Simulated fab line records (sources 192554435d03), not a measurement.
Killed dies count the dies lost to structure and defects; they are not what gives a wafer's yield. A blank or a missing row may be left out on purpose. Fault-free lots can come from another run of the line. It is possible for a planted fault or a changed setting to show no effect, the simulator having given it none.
Chamber matching + flow n5-finfet + 4 sister chambers for N5_HKMG_FIN_ALD_36 on ald-metal-03
The step deposits TiN, target thk 1 nm, pulse time 1 s, purge time 3 s. 20 wafers are shown with their chamber, then 10 later ones without.

WAFERS PAIRED WITH THEIR CHAMBERS
| wafer  | chamber | heater-power-outer-w (W) | heater-power-w (W) | precursor-pulse-height-rel |
|--------|---------|--------------------------|--------------------|----------------------------|
| L074.2 | 3       | 663                      | 1161               | 0.977                      |
| L074.3 | 2       | 542                      | 931                | 0.986                      |
| L074.6 | 0       | 454                      | 767                | 0.972                      |
| L075.1 | 0       | 457                      | 748                | 0.987                      |
| L075.3 | 2       | 540                      | 911                | 0.975                      |
| L075.5 | 0       | 454                      | 752                | 0.973                      |
| L076.2 | 3       | 675                      | 1140               | 0.993                      |
| L076.3 | 2       | 525                      | 920                | 0.989                      |
| L076.5 | 0       | 463                      | 757                | 0.969                      |
| L077.3 | 3       | 681                      | 1131               | 1.005                      |
| L077.5 | 3       | 687                      | 1142               | 1.026                      |
| L077.6 | 0       | 457                      | 737                | 0.990                      |
| L081.1 | 2       | 540                      | 912                | 1.008                      |
| L081.3 | 3       | 680                      | 1120               | 1.007                      |
| L081.6 | 2       | 536                      | 933                | 1.004                      |
| L084.1 | 1       | 523                      | 821                | 1.003                      |
| L084.2 | 2       | 548                      | 939                | 0.988                      |
| L084.4 | 0       | 461                      | 763                | 0.996                      |
| L087.1 | 2       | 532                      | 918                | 1.030                      |
| L087.4 | 3       | 678                      | 1125               | 1.009                      |

SIGNATURES (averages over the wafers above)
| reading                    | chamber 0 | chamber 1 | chamber 2 | chamber 3 | scatter within a chamber |
|----------------------------|-----------|-----------|-----------|-----------|--------------------------|
| heater-power-outer-w       | 457.67    | 523.00    | 537.57    | 677.33    | 6.73                     |
| heater-power-w             | 754.00    | 821.00    | 923.43    | 1136.50   | 12.2                     |
| precursor-pulse-height-rel | 0.98117   | 1.00300   | 0.99714   | 1.00283   | 0.0158                   |
Rule: for each reading, subtract the chamber's mean from the wafer's reading, divide by that reading's scatter and square the result; add these up over the readings and take the root, which gives the wafer's distance from the chamber. The wafer belongs to the nearest chamber; if the next one is less than 2 further off, it can't be placed. How the scatter is found: for the shown wafers, subtract from each reading the mean of its chamber, square and add these, divide the total by (wafers less chambers), then take the root.

WAFERS WHOSE CHAMBER IS MISSING
| wafer  | heater-power-outer-w (W) | heater-power-w (W) | precursor-pulse-height-rel |
|--------|--------------------------|--------------------|----------------------------|
| L087.5 | 454                      | 761                | 0.997                      |
| L088.2 | 672                      | 1130               | 1.028                      |
| L088.5 | 464                      | 751                | 0.977                      |
| L088.6 | 550                      | 931                | 1.055                      |
| L091.1 | 681                      | 1129               | 0.976                      |
| L091.3 | 444                      | 735                | 0.996                      |
| L091.5 | 456                      | 777                | 0.987                      |
| L094.1 | 512                      | 821                | 0.987                      |
| L094.5 | 517                      | 804                | 0.993                      |
| L094.6 | 467                      | 750                | 1.005                      |

WHICH CHAMBER EACH WENT THROUGH
| wafer  | from the rows above | in truth |
|--------|---------------------|----------|
| L087.5 | 0                   | 0        |
| L088.2 | 3                   | 3        |
| L088.5 | 0                   | 0        |
| L088.6 | 2                   | 2        |
| L091.1 | 3                   | 3        |
| L091.3 | 0                   | 0        |
| L091.5 | 0                   | 0        |
| L094.1 | 1                   | 1        |
| L094.5 | 1                   | 1        |
| L094.6 | 0                   | 0        |
Placed correctly: 10 of 10. Not placeable from these rows: 0. Wrongly placed: 0.
